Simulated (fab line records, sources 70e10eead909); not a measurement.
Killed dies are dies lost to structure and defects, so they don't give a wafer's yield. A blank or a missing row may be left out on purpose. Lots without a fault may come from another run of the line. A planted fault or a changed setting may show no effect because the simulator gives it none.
Which tool did it? | flow nand_harc | 12 lots, 35 wafers sampled, at 6 steps of a route of 1302

WHAT THE GAUGES READ, wafer by wafer
NHARC_A_ZERO_WELL_INSPECT_17. Usual: raw_defect_count 10, standard deviation 5.4.
lot  | measured     | on                | raw_defect_count | flag
L745 | day 6 19:11  | defect_inspect-02 | 10 9 3           |
L747 | day 7 13:01  | defect_inspect-02 | 20 18 17         |
L748 | day 8 01:13  | defect_inspect-01 | 7 8 5            |
L749 | day 8 12:43  | defect_inspect-02 | 7 9 38           |
L750 | day 8 20:16  | defect_inspect-02 | 17 11            |
L756 | day 11 22:05 | defect_inspect-02 | 5 9 5            |
L760 | day 12 20:52 | defect_inspect-01 | 11 15 5          |
L758 | day 12 21:31 | defect_inspect-02 | 19 9 9           |
L761 | day 13 16:58 | defect_inspect-02 | 6 8 10           |
L762 | day 14 01:40 | defect_inspect-02 | 5 9 8            |
L764 | day 14 20:29 | defect_inspect-02 | 6 13 2           |
L768 | day 16 08:56 | defect_inspect-01 | 4 5 6            |

NHARC_A_ONON_D1_THK_MEAS_18: measures by ellipsometry. Usual: thk_nm 1001 nm, standard deviation 11.
lot  | measured     | on            | thk_nm (nm)    | flag
L745 | day 8 04:42  | film_metro-01 | 1008 1008 1006 |
L747 | day 8 22:38  | film_metro-02 | 985 984 984    |
L748 | day 9 11:58  | film_metro-02 | 1021 1023 1023 |
L749 | day 9 20:34  | film_metro-02 | 1568 1568 1568 | OFF
L750 | day 10 06:13 | film_metro-02 | 1584 1586      | OFF
L756 | day 13 05:22 | film_metro-01 | 998 996 998    |
L760 | day 14 04:12 | film_metro-01 | 1011 1013 1013 |
L758 | day 14 04:13 | film_metro-01 | 998 998 997    |
L761 | day 15 03:42 | film_metro-01 | 1005 1007 1006 |
L762 | day 15 08:42 | film_metro-02 | 999 1003 1001  |
L764 | day 16 03:46 | film_metro-01 | 1017 1019 1020 |
L768 | day 17 15:53 | film_metro-02 | 1001 998 998   |

NHARC_END_SORT_01. Usual: killed_at_array 56, standard deviation 19; killed_at_other 0.8, standard deviation 1.1; killed_at_periphery 3.4, standard deviation 2.5; killed_dies 60, standard deviation 19; killed_open 2.9, standard deviation 1.7; killed_short 2.4, standard deviation 1.6.
lot  | measured     | on        | killed_at_array | killed_at_other | killed_at_periphery | killed_dies | killed_open | killed_short | flag
L745 | day 24 08:58 | prober-02 | 21 22 18        | 0 0 0           | 3 2 0               | 24 24 18    | 1 1 2       | 2 3 0        |
L747 | day 25 09:04 | prober-01 | 56 67 70        | 1 0 0           | 2 4 0               | 59 71 70    | 3 2 2       | 1 2 3        |
L748 | day 25 07:28 | prober-02 | 45 40 35        | 0 0 1           | 6 5 5               | 51 45 41    | 4 5 4       | 2 6 1        |
L749 | day 26 04:05 | prober-01 | 677 677 673     | 0 0 0           | 0 0 4               | 677 677 677 | 2 1 3       | 2 1 2        | OFF
L756 | day 29 09:19 | prober-01 | 48 51 48        | 0 1 0           | 6 8 3               | 54 60 51    | 1 5 0       | 1 0 3        |
L760 | day 30 21:39 | prober-01 | 77 94 83        | 0 0 0           | 3 3 0               | 80 97 83    | 2 2 2       | 2 1 4        |
L758 | day 30 13:02 | prober-01 | 42 39 40        | 0 1 0           | 1 3 1               | 43 43 41    | 2 5 1       | 2 1 2        |
L761 | day 31 09:37 | prober-01 | 44 42 46        | 3 2 2           | 0 3 3               | 47 47 51    | 3 3 3       | 5 4 3        |
L762 | day 31 10:25 | prober-02 | 32 24 29        | 0 0 1           | 2 2 4               | 34 26 34    | 1 3 7       | 5 1 4        |
L764 | day 31 23:03 | prober-01 | 44 42 36        | 1 1 1           | 3 2 1               | 48 45 38    | 3 1 3       | 4 3 1        |
L768 | day 34 17:55 | prober-02 | 58 57 52        | 3 1 0           | 1 4 3               | 62 62 55    | 0 8 4       | 3 1 2        |

WHICH TOOL RAN EACH LOT (tool, then ch and the chambers of the sampled wafers, then the start)
lot  | NHARC_A_ZERO_WELL_DESCUM_12        | NHARC_A_ZERO_WELL_RTA_16         | NHARC_A_ONON_D1_DEP_16
L745 | rie_diel-02 ch 0,2, day 6 17:53    | rtp_anneal-02 ch 0, day 6 18:59  | pecvd_onon-03 ch 0, day 8 04:11
L747 | rie_diel-03 ch 1,2, day 7 11:43    | rtp_anneal-01 ch 0, day 7 12:53  | pecvd_onon-03 ch 0, day 8 22:14
L748 | rie_diel-03 ch 0,1,2, day 7 23:55  | rtp_anneal-02 ch 0, day 8 01:02  | pecvd_onon-01 ch 0, day 9 11:27
L749 | rie_diel-03 ch 0,1,3, day 8 11:25  | rtp_anneal-02 ch 0, day 8 12:36  | pecvd_onon-03 ch 0, day 9 20:14
L750 | rie_diel-02 ch 1,3, day 8 18:58    | rtp_anneal-02 ch 0, day 8 20:08  | pecvd_onon-03 ch 0, day 10 05:49
L756 | rie_diel-13 ch 0,1,3, day 11 20:47 | rtp_anneal-01 ch 0, day 11 21:53 | pecvd_onon-01 ch 0, day 13 04:52
L760 | rie_diel-13 ch 0,2,3, day 12 19:35 | rtp_anneal-02 ch 0, day 12 20:42 | pecvd_onon-02 ch 0, day 14 03:45
L758 | rie_diel-13 ch 0,2,3, day 12 20:14 | rtp_anneal-02 ch 0, day 12 21:19 | pecvd_onon-01 ch 0, day 14 03:42
L761 | rie_diel-03 ch 0,2,3, day 13 15:30 | rtp_anneal-02 ch 0, day 13 16:35 | pecvd_onon-02 ch 0, day 15 03:10
L762 | rie_diel-13 ch 1,2,3, day 14 00:22 | rtp_anneal-01 ch 0, day 14 01:30 | pecvd_onon-01 ch 0, day 15 08:15
L764 | rie_diel-13 ch 2,3, day 14 19:11   | rtp_anneal-02 ch 0, day 14 20:18 | pecvd_onon-01 ch 0, day 16 03:16
L768 | rie_diel-13 ch 1,2,3, day 16 07:37 | rtp_anneal-02 ch 0, day 16 08:49 | pecvd_onon-02 ch 0, day 17 15:31
- NHARC_A_ZERO_WELL_DESCUM_12: chemistry O2, time 3 s.
- NHARC_A_ZERO_WELL_RTA_16: time 10 s.
- NHARC_A_ONON_D1_DEP_16: target thk 1000 nm.

WHAT THE TOOLS THEMSELVES READ (means of the sampled wafers that have a number; where no wafer has one, the mark that the record gives instead)
NHARC_A_ZERO_WELL_DESCUM_12. Usual: drypump_motor_current_A 5.6 A, standard deviation 0.37; oes_product_au 1.003 a.u., standard deviation 0.008; rf_vpp_V 57.7 V, standard deviation 0.83; showerhead_plenum_p_Torr 1.90 Torr, standard deviation 0.06; throttle_valve_pct 11.311 %, standard deviation 0.0094.
lot  | tool        | drypump_motor_current_A (A) | oes_product_au (a.u.) | rf_vpp_V (V) | showerhead_plenum_p_Torr (Torr) | throttle_valve_pct (%) | flag
L745 | rie_diel-02 | 5.9                         | 1.004                 | 58.6         | 1.95                            | 11.315                 |
L747 | rie_diel-03 | 5.9                         | 1.008                 | 57.0         | 1.87                            | 11.303                 |
L748 | rie_diel-03 | 5.8                         | 1.008                 | 57.8         | 1.88                            | 11.309                 |
L749 | rie_diel-03 | 5.4                         | 1.010                 | 57.3         | 1.90                            | 11.305                 |
L750 | rie_diel-02 | 5.4                         | 0.991                 | 58.3         | 1.92                            | 11.314                 |
L756 | rie_diel-13 | 5.8                         | 0.997                 | 57.3         | 1.91                            | 11.302                 |
L760 | rie_diel-13 | 5.5                         | 1.003                 | 56.7         | 1.88                            | 11.300                 |
L758 | rie_diel-13 | 5.5                         | 1.004                 | 57.2         | 1.88                            | 11.315                 |
L761 | rie_diel-03 | 5.7                         | 1.006                 | 57.8         | 1.89                            | 11.309                 |
L762 | rie_diel-13 | 5.6                         | 1.006                 | 57.4         | 1.91                            | 11.324                 |
L764 | rie_diel-13 | 5.3                         | 1.011                 | 57.4         | 1.88                            | 11.318                 |
L768 | rie_diel-13 | 5.6                         | 1.000                 | 58.5         | 1.91                            | 11.314                 |

NHARC_A_ZERO_WELL_RTA_16. Usual: lamp_power_pct 28.2 %, standard deviation 1.5; lamp_zone_3_pct 28.2 %, standard deviation 1.5; lamp_zone_6_pct 28.2 %, standard deviation 1.5; wafer_temp_C_max 1006.0, standard deviation 1.7.
lot  | tool          | lamp_power_pct (%) | lamp_zone_3_pct (%) | lamp_zone_6_pct (%) | wafer_temp_C_max | flag
L745 | rtp_anneal-02 | 26.8               | 26.8                | 26.7                | 1005.5           |
L747 | rtp_anneal-01 | 29.7               | 29.7                | 29.6                | 1008.3           |
L748 | rtp_anneal-02 | 26.8               | 26.8                | 26.7                | 1004.2           |
L749 | rtp_anneal-02 | 26.8               | 26.8                | 26.7                | 1005.1           |
L750 | rtp_anneal-02 | 26.8               | 26.8                | 26.8                | 1007.0           |
L756 | rtp_anneal-01 | 29.7               | 29.6                | 29.6                | 1006.6           |
L760 | rtp_anneal-02 | 26.8               | 26.7                | 26.7                | 1005.8           |
L758 | rtp_anneal-02 | 26.7               | 26.7                | 26.7                | 1004.5           |
L761 | rtp_anneal-02 | 26.8               | 26.7                | 26.7                | 1005.0           |
L762 | rtp_anneal-01 | 29.7               | 29.7                | 29.6                | 1007.9           |
L764 | rtp_anneal-02 | 26.7               | 26.7                | 26.7                | 1005.1           |
L768 | rtp_anneal-02 | 26.7               | 26.8                | 26.7                | 1003.4           |

NHARC_A_ONON_D1_DEP_16. Usual: nh3_flow_sccm 500.3 sccm, standard deviation 1.4; susceptor_temp_C 399.98 C, standard deviation 0.24.
lot  | tool          | nh3_flow_sccm (sccm) | susceptor_temp_C (C) | flag
L745 | pecvd_onon-03 | 499.9                | 400.13               |
L747 | pecvd_onon-03 | 499.0                | 399.80               |
L748 | pecvd_onon-01 | 499.7                | 400.13               |
L749 | pecvd_onon-03 | 501.3                | 399.90               |
L750 | pecvd_onon-03 | 497.9                | 399.92               |
L756 | pecvd_onon-01 | 500.8                | 399.62               |
L760 | pecvd_onon-02 | 499.8                | 400.15               |
L758 | pecvd_onon-01 | 499.3                | 400.36               |
L761 | pecvd_onon-02 | 497.9                | 399.67               |
L762 | pecvd_onon-01 | 500.9                | 400.11               |
L764 | pecvd_onon-01 | 502.3                | 399.93               |
L768 | pecvd_onon-02 | 500.6                | 400.12               |

THE ANSWER, worked out from the rows above alone
Rule: a lot is off if the mean of its wafers that have a number lies more than 3 standard deviations from the usual mean. A lot without any number at a reading at which 4 lots or more have one is off too. The other lots that the step has rows for count as sound. The gauges are gone through in route order, then the tools' own readings, and for those a lot's mean is taken as printed above. The first step at which some lot is off is used, and at that step the reading that is off furthest; a lot without a number counts as furthest.
Off: L749, L750, at NHARC_A_ONON_D1_THK_MEAS_18 (thk_nm).
A tool fits if, at a process step before that reading, it ran every lot that is off, and no sound lot after the first of them. The gauges at NHARC_A_ONON_D1_THK_MEAS_18 are tried like those tools. One fits: pecvd_onon-03 at NHARC_A_ONON_D1_DEP_16. Its last sound lot is L747 (day 8 22:14), its first lot that is off L749 (day 9 20:14): a fault that began between those two fits.

WHAT THE SIMULATOR HAD PUT IN
Process parameter drift: pecvd_onon-03, from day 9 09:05 on, at NHARC_A_ONON_D1_DEP_16. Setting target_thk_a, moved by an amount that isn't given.
Lots struck among those shown: L749, L750. The rule above found the same.
